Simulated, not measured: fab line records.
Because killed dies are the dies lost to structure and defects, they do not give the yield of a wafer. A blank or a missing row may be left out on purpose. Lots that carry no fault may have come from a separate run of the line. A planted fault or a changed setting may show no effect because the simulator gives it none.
Matching of chambers    flow n5-finfet    N5_BEOL_M7_ILD_DEP_00 on pecvd-03: 3 sister chambers
The step deposits SiCOH lowk from DEMS/porogen, target thk 179.75 nm, time 33.4 s. 3 wafers are shown with their chamber, then 7 later ones without.

## EACH WAFER AND ITS CHAMBER
wafer   chamber  throttle-valve-pct (%)
L084.6  2        13.3
L085.3  1        13.2
L085.4  0        14.2

## WAFERS MISSING THEIR CHAMBER
wafer   throttle-valve-pct (%)
L085.6  13.1
L092.2  13.3
L092.3  13.2
L092.6  13.1
L096.2  13.1
L096.5  13.2
L096.6  12.9

## WHICH CHAMBER EACH WENT THROUGH
wafer   from the rows above      in truth
L085.6  can't be placed: 1 or 2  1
L092.2  can't be placed: 2 or 1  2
L092.3  can't be placed: 1 or 2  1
L092.6  can't be placed: 1 or 2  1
L096.2  can't be placed: 1 or 2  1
L096.5  can't be placed: 1 or 2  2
L096.6  can't be placed: 1 or 2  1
0 of 7 placed correctly. Not placeable from these rows: 7 (in 7, the candidates include the true chamber). Placed wrongly: 0.
How it was worked out, from the rows above alone: a wafer's distance from a chamber is the root of the sum, over the readings, of the square of ((its reading less the chamber's mean) divided by the reading's scatter). The wafer belongs to the nearest chamber; if the next one is less than 2 further off, it can't be placed. Each chamber's mean is taken over the wafers shown for it. The scatter: with one shown wafer a chamber, the root of the mean of the squares of how far each hidden wafer lies from its nearest shown one.
